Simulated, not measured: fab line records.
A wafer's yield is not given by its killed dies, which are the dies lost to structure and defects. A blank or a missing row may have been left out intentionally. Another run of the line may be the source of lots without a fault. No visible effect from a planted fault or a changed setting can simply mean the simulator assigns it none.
Struck lot and sound lot, side by side | flow nand-harc | 15 out of 1159 route steps
Sound: wafers L474.3, L474.4, L474.5. Wafers L484.1, L484.3, L484.5 were the ones struck. The cause comes at the end.
Per side, at each step with rows, come the tool, then ch with its chambers, and then its first start. Under that, the readings that differ: sound wafers | struck wafers | difference of the means | sigmas: that difference in standard deviations of wafers without a fault.
alike: a reading whose means differ by less than 2 such deviations, as well as words and numbers matching on both sides. not compared: withheld readings; readings where some wafer has no value; bounds like >300 that might hide an equal value; numbers whose values overlap and for which the record gives no deviation.
Wherever a step has rows on one side only, a row that says differs or no value, or a row with sigmas, the two part there. Numbers that have no deviation but don't overlap get no sigmas and don't part them. Lack of a reading on every wafer of one side parts them only where that side has two or more wafers.

NHARC_P_M2_PVD_20: deposits TaN, target thk 5 nm, time 8.06 s.
  sound on pvd-sputter-02; struck on pvd-sputter-03
  alike: throttle-valve-pct
then, 3 steps without rows for these wafers: NHARC_P_M2_PVD_21 (deposits Cu, target thk 30 nm, time 20.49 s); NHARC_P_M2_ECD_22 (material Cu, target thk 400 nm); NHARC_P_M2_ANNEAL_31 (time 90 s).
NHARC_P_M2_CMP_23: polishes, t overpolish 20 s, target thk 144.3 nm.
  sound on cmp-03 ch 2,3, day 6 08:46; struck on cmp-02 ch 1,2,3, day 8 12:19
  alike: edge-zone-pressure-frac, motor-current-A, slurry-filter-dp-kPa, time-to-endpoint-s
NHARC_P_M2_THK_MEAS_24: measures by xrf.
  sound on film-metro-02 at day 6 09:05; struck on film-metro-02 at day 8 12:34
  alike: thk-nm
after that, 1 step had no rows for these wafers: NHARC_P_M2_SRD_25.
NHARC_P_M2_INSPECT_27:
  sound on defect-inspect-01 at day 6 09:15; struck on defect-inspect-02 at day 8 12:43
  alike: raw-defect-count
NHARC_P_M2_PRE_CLEAN_32: time 12 s.
  sound on pecvd-02 ch 0,1,2, day 6 09:20; struck on pecvd-04 ch 0,2, day 8 12:47
  alike: heater-power-w
NHARC_P_M2_DEP_33: deposits SiCN, target thk 30 nm.
  sound on pecvd-02 ch 0,1,2, day 6 09:29; struck on pecvd-04 ch 0,2, day 8 12:52
  alike: heater-power-w
NHARC_P_BONDPAD_DEP_00: deposits SiCN, target thk 250 nm.
  sound on pecvd-01 ch 0,2, day 6 09:53; struck on pecvd-01 ch 0,1,2, day 8 13:20
  alike: heater-power-w
NHARC_P_BONDPAD_CMP_32: polishes SiCN, target thk 200 nm.
  sound on cmp-01 ch 1,2, day 6 10:13; struck on cmp-02 ch 1,2, day 8 13:42
  no value came back on the struck wafers for edge-zone-pressure-frac, motor-current-A (A), slurry-filter-dp-kPa (kPa); on the sound wafers edge-zone-pressure-frac reads 1.000 0.993 0.999
NHARC_P_BONDPAD_THK_MEAS_33: measures by ellipsometry.
  sound on film-metro-01 at day 6 10:28; struck on film-metro-02 at day 8 13:57
  reading     | sound             | struck            | difference | sigmas
  thk-nm (nm) | 200.3 199.0 200.0 | 251.9 246.6 255.7 | +51.6      | +32
after that, 1 step had no rows for these wafers: NHARC_P_BONDPAD_SRD_34.
-- jump in the record: it breaks off in module P_BONDPAD and resumes in module END (first step shown: number 1159 of the route), and 14 days separate the struck wafers' starts before and after --
NHARC_END_SORT_01:
  sound on prober-02 ch 0, day 20 02:48; struck on prober-01 ch 0, day 22 08:55
  reading                  | sound          | struck         | difference | sigmas
  defect-limited-yield (%) | 96.2 96.5 96.5 | 0 0 0          | -96        | -57
  killed-at-other          | 0 0 0          | 2 2 3          | +2         | +3
  killed-at-periphery      | 2 3 4          | 657 657 661    | +655       | +99 or more
  killed-dies              | 26 24 24       | 677 677 677    | +652       | +54
  sort_bin_2_pct (%)       | 1.0 1.3 0.9    | 97.3 97.8 98.4 | +96.8      | +99 or more
  sort-n-pass              | 651 653 653    | 0 0 0          | -652       | -54
  sort-rim-yield-pct (%)   | 98 94 97       | 0 0 0          | -96        | -31
  sort-yield-pct (%)       | 96.2 96.5 96.5 | 0 0 0          | -96        | -57
  alike: killed-at-array, killed-open, killed-short, sort_bin_3_pct, sort_bin_4_pct

## WHERE THEY PART
Last at NHARC_END_SORT_01 as far as this record goes, first at NHARC_P_BONDPAD_CMP_32.

WHY: whatever the simulator had introduced
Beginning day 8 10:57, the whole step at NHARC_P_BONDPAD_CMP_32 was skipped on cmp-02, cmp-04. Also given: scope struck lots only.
